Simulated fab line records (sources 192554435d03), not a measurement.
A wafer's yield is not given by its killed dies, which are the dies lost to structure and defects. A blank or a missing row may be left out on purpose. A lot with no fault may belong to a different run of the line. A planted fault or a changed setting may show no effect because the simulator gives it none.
Split-lot trial || flow n5Finfet || 21 wafers read from 7 lots, route of 1938 steps

## SPLIT DETAILS
At N5_PMOS_HMC_CHANNEL_EPI_EXPOSE_06 (exposes mask PMOS HMC BLK, target cd 240 nm), the setting doseMj was moved away from the recipe's 41 on 8 of the 21 wafers read, by -4.5% to +5.4%. The other wafers ran this setting at the recipe's value.

## FROM THE SPLIT TO THE READING: what the file shows between them, 2 steps
- N5_PMOS_HMC_CHANNEL_EPI_PEB_07: peb time 60 s
- N5_PMOS_HMC_CHANNEL_EPI_DEVELOP_08: develop time 30 s

## THE READING
Shown in nm: cdNm at N5_PMOS_HMC_CHANNEL_EPI_CD_MEAS_09, with target cd 237.4 nm. A value of 237.6 nm with a standard deviation of 1.1 nm is what fault-free wafers of this fab line usually give.

{"wafer": "L076.2", "tool, chamber at the split": "arfiScanner-02, 0", "doseMj as run": 41, "against the recipe": "recipe", "cdNm, nm": 239.1, "against lot-mates on the recipe": "-"}
{"wafer": "L076.3", "tool, chamber at the split": "arfiScanner-02, 0", "doseMj as run": 41, "against the recipe": "recipe", "cdNm, nm": 237.7, "against lot-mates on the recipe": "-"}
{"wafer": "L076.6", "tool, chamber at the split": "arfiScanner-02, 0", "doseMj as run": 41, "against the recipe": "recipe", "cdNm, nm": 238.5, "against lot-mates on the recipe": "-"}
{"wafer": "L077.2", "tool, chamber at the split": "arfiScanner-02, 0", "doseMj as run": 41, "against the recipe": "recipe", "cdNm, nm": 238.1, "against lot-mates on the recipe": "-"}
{"wafer": "L077.5", "tool, chamber at the split": "arfiScanner-02, 0", "doseMj as run": 43.2, "against the recipe": "+5.4%", "cdNm, nm": 243.8, "against lot-mates on the recipe": "+5.1"}
{"wafer": "L077.6", "tool, chamber at the split": "arfiScanner-02, 0", "doseMj as run": 41, "against the recipe": "recipe", "cdNm, nm": 239.3, "against lot-mates on the recipe": "-"}
{"wafer": "L084.2", "tool, chamber at the split": "arfiScanner-03, 0", "doseMj as run": 39.15, "against the recipe": "-4.5%", "cdNm, nm": 233.0, "against lot-mates on the recipe": -3.8}
{"wafer": "L084.4", "tool, chamber at the split": "arfiScanner-03, 0", "doseMj as run": 39.15, "against the recipe": "-4.5%", "cdNm, nm": 233.0, "against lot-mates on the recipe": -3.8}
{"wafer": "L084.6", "tool, chamber at the split": "arfiScanner-03, 0", "doseMj as run": 41, "against the recipe": "recipe", "cdNm, nm": 236.8, "against lot-mates on the recipe": "-"}
{"wafer": "L086.1", "tool, chamber at the split": "arfiScanner-03, 0", "doseMj as run": 41, "against the recipe": "recipe", "cdNm, nm": 236.1, "against lot-mates on the recipe": "-"}
{"wafer": "L086.3", "tool, chamber at the split": "arfiScanner-03, 0", "doseMj as run": 41, "against the recipe": "recipe", "cdNm, nm": 238.6, "against lot-mates on the recipe": "-"}
{"wafer": "L086.5", "tool, chamber at the split": "arfiScanner-03, 0", "doseMj as run": 41, "against the recipe": "recipe", "cdNm, nm": 239.0, "against lot-mates on the recipe": "-"}
{"wafer": "L087.1", "tool, chamber at the split": "arfiScanner-03, 0", "doseMj as run": 39.88, "against the recipe": "-2.7%", "cdNm, nm": 235.1, "against lot-mates on the recipe": -2.8}
{"wafer": "L087.2", "tool, chamber at the split": "arfiScanner-03, 0", "doseMj as run": 41, "against the recipe": "recipe", "cdNm, nm": 238.3, "against lot-mates on the recipe": "-"}
{"wafer": "L087.5", "tool, chamber at the split": "arfiScanner-03, 0", "doseMj as run": 41, "against the recipe": "recipe", "cdNm, nm": 237.5, "against lot-mates on the recipe": "-"}
{"wafer": "L094.1", "tool, chamber at the split": "arfiScanner-02, 0", "doseMj as run": 42.84, "against the recipe": "+4.5%", "cdNm, nm": 241.7, "against lot-mates on the recipe": "+6.1"}
{"wafer": "L094.5", "tool, chamber at the split": "arfiScanner-02, 0", "doseMj as run": 42.84, "against the recipe": "+4.5%", "cdNm, nm": 241.0, "against lot-mates on the recipe": "+5.4"}
{"wafer": "L094.6", "tool, chamber at the split": "arfiScanner-02, 0", "doseMj as run": 41, "against the recipe": "recipe", "cdNm, nm": 235.6, "against lot-mates on the recipe": "-"}
{"wafer": "L096.3", "tool, chamber at the split": "arfiScanner-02, 0", "doseMj as run": 41, "against the recipe": "recipe", "cdNm, nm": 238.8, "against lot-mates on the recipe": "-"}
{"wafer": "L096.4", "tool, chamber at the split": "arfiScanner-02, 0", "doseMj as run": 39.77, "against the recipe": "-3.0%", "cdNm, nm": 236.7, "against lot-mates on the recipe": -2.1}
{"wafer": "L096.6", "tool, chamber at the split": "arfiScanner-02, 0", "doseMj as run": 39.77, "against the recipe": "-3.0%", "cdNm, nm": 237.5, "against lot-mates on the recipe": -1.3}

FIT RESULTS
A straight line over all 21 wafers: cdNm changes by +0.885 nm for each +1% of doseMj; r = +0.89; the points scatter about the line by 1.2 nm.
The same after taking each lot's own level away (the mean of its wafers on the recipe; 21 wafers): +0.977 nm for each +1%; r = +0.95; scatter 0.84 nm.
According to that fit, moving doseMj by its largest amount changes the reading by 5.2 nm.
The lots' own levels span 235.60 to 238.80 nm, that is 2.9 times the standard deviation above.
The two slopes are in agreement: the lot-to-lot level therefore moves the slope only a little.
Check: for one of the wafers moved furthest among these (+5.4%), held out of the fit, the line's prediction against its lot-mates is +5.7 nm. Against them it came out at +5.1 nm.

## THE OTHER SPLITS THESE WAFERS WENT THROUGH
Before the reading, these wafers also passed through other splits. Each is held against what the fit with the lots' levels taken away leaves over:
{"other split on the same wafers": "N5_ZERO_LAYER_COAT_05 spinRpm", "wafers away from the commonest value": 4, "r with cdNm (lot level and that fit taken away)": "+0.48"}
{"other split on the same wafers": "N5_ZERO_LAYER_DEVELOP_10 developTimeS", "wafers away from the commonest value": 10, "r with cdNm (lot level and that fit taken away)": -0.12}

## THE WHOLE CHAIN: every reading that the file lists as answering this split, in the file's order
{"step": "N5_PMOS_HMC_CHANNEL_EPI_CD_MEAS_09", "what it does": "target cd 237.4 nm", "reading": "cdNm", "change (the file's fit)": "+0.97 nm for each +1% of the setting", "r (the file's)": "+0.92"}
{"step": "N5_PMOS_HMC_CHANNEL_EPI_DESCUM_14", "what it does": "chemistry O2, time 7.9 s", "reading": "PMOS_HMC_CHANNEL_EPI.cdNm (the simulator's own value, which no gauge read)", "change (the file's fit)": "+0.977 nm for each +1% of the setting", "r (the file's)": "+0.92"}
{"step": "N5_PMOS_HMC_CHANNEL_EPI_ETCH_32", "what it does": "etches BARC in N2/H2, stops on SiO2, target depth 85.8 nm, time 50.3 s", "reading": "PMOS_HMC_CHANNEL_EPI.cdNm (the simulator's own value, which no gauge read)", "change (the file's fit)": "+0.929 nm for each +1% of the setting", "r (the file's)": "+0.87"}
{"step": "N5_PMOS_HMC_CHANNEL_EPI_HM_OPEN_15", "what it does": "chemistry CHF3/O2, target SiO2, target depth 40.6 nm, time 20.3 s", "reading": "PMOS_HMC_CHANNEL_EPI.cdNm (the simulator's own value, which no gauge read)", "change (the file's fit)": "+0.935 nm for each +1% of the setting", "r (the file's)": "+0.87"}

## THE FILE'S OWN FIT
cdNm changes by +0.97 nm for each +1% of doseMj, r = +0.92.
